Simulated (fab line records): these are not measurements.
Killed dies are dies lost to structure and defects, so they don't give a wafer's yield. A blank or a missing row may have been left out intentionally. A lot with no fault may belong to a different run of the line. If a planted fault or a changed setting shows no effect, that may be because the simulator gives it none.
Comparing a struck lot with a sound one ; flow nand-harc ; 18 out of 1302 route steps
Sound: these wafers, L630.2, L630.3, L630.5. The struck wafers were L632.2, L632.4, L632.6. The cause is given at the end.
At each step with rows: each side's tool, then ch and its chambers, then its first start. Under that, the readings that differ: sound wafers ; struck wafers ; difference of the means ; sigmas: that difference in standard deviations of wafers without a fault.
alike: readings whose means differ by less than 2 such deviations, and words and numbers that are the same on both sides. not compared: withheld readings, readings that some wafer has no value for, bounds like >300 that may hide the same value, and numbers for which the record gives no deviation and whose values overlap.
Wherever a step has rows on one side only, a row that says differs or no value, or a row with sigmas, the two part there. When numbers do not overlap yet have no deviation, they are printed without sigmas and do not part them. A reading that every wafer of one side lacks parts them only if that side has two wafers or more.

NHARC_P_ZERO_WELL_CD_MEAS_11: target cd 500 nm.
  sound on cd-sem-01 ch 0, day 2 13:14; struck on cd-sem-03 ch 0, day 3 09:14
  alike: cd-nm
then, 1 step without rows for these wafers: NHARC_P_ZERO_WELL_HARDBAKE_12 (time 65 s).
NHARC_P_ZERO_WELL_DESCUM_13: chemistry O2, time 3 s.
  sound on rie-diel-08 ch 0,3, day 2 13:23; struck on rie-diel-07 ch 0,3, day 3 09:25
  alike: drypump-motor-current-A, oes-product-au, rf-vpp-V, showerhead-plenum-p-Torr, throttle-valve-pct
  not compared: rf-hours-counter-h
NHARC_P_ZERO_WELL_ETCH_65: etches the open film in N2/H2, target depth 80 nm, overetch 24 nm, time 87.88 s.
  sound on rie-diel-08 ch 0,2,3, day 2 13:29; struck on rie-diel-07 ch 0,1, day 3 09:30
  alike: drypump-motor-current-A, oes-product-au, rf-vpp-V, showerhead-plenum-p-Torr, throttle-valve-pct
  not compared: rf-hours-counter-h
NHARC_P_ZERO_WELL_ETCH_62: etches the open film in CHF3/Ar, target depth 13 nm, time 6.5 s.
  sound on rie-diel-08 ch 0,1; struck on rie-diel-07 ch 1,3
  alike: drypump-motor-current-A, oes-product-au, rf-vpp-V, showerhead-plenum-p-Torr, throttle-valve-pct
  not compared: rf-hours-counter-h
NHARC_P_ZERO_WELL_ETCH_63: etches the open film in HBr/Cl2, target depth 120 nm, time 40.1 s.
  sound on rie-si-01 ch 2,3, day 2 13:40; struck on rie-si-02 ch 2,3, day 3 09:41
  alike: drypump-motor-current-A, oes-product-au, throttle-valve-pct
  not compared: rf-hours-counter-h
then, 6 steps without rows for these wafers: NHARC_P_ZERO_WELL_STRIP_15 (strips in SPM, time 900 s); NHARC_P_ZERO_WELL_DEHYDRATE_16 (time 120 s); NHARC_P_ZERO_WELL_HMDS_17 (time 30 s); NHARC_P_ZERO_WELL_COAT_18; NHARC_P_ZERO_WELL_SOFTBAKE_19 (time 95 s); NHARC_P_ZERO_WELL_EBR_20.
NHARC_P_ZERO_WELL_EXPOSE_21: exposes mask P NWELL, target cd 720 nm.
  sound on krf-scanner-01 ch 0, day 2 14:26; struck on krf-scanner-02 ch 0, day 3 10:28
reading;sound;struck;difference;sigmas
mask;P_NWELL#0 P_NWELL#0 P_NWELL#0;P_HVPW#0 P_HVPW#0 P_HVPW#0;differs;
  alike: reticle-temp-C
then, 2 steps without rows for these wafers: NHARC_P_ZERO_WELL_PEB_22 (peb time 85 s); NHARC_P_ZERO_WELL_DEVELOP_23 (time 70 s).
NHARC_P_ZERO_WELL_CD_MEAS_24: target cd 720 nm.
  sound on cd-sem-02 ch 0, day 2 14:37; struck on cd-sem-03 ch 0, day 3 10:37
reading;sound;struck;difference;sigmas
cd-nm (nm);719.0 719.9 717.3;- - -;no value on the struck wafers;
then, 1 step without rows for these wafers: NHARC_P_ZERO_WELL_HARDBAKE_25 (time 80 s).
-- record jumps: 23 days between struck wafers' starts before vs after; left off in module P_ZERO_WELL, resumes in module END, first step shown is number 1302 of the route --
NHARC_END_SORT_01:
  sound on prober-01 ch 0, day 26 02:37; struck on prober-01 ch 0, day 26 10:25
reading;sound;struck;difference;sigmas
killed-at-periphery;5 5 5;604 602 599;+597;+99 or more
killed-dies;78 69 89;677 677 677;+598;+35
  alike: killed-at-array, killed-at-other, killed-open, killed-short

## WHERE THEY PART
At NHARC_P_ZERO_WELL_EXPOSE_21 first; at NHARC_END_SORT_01 last (within this record only).

WHY: what the simulator had put in
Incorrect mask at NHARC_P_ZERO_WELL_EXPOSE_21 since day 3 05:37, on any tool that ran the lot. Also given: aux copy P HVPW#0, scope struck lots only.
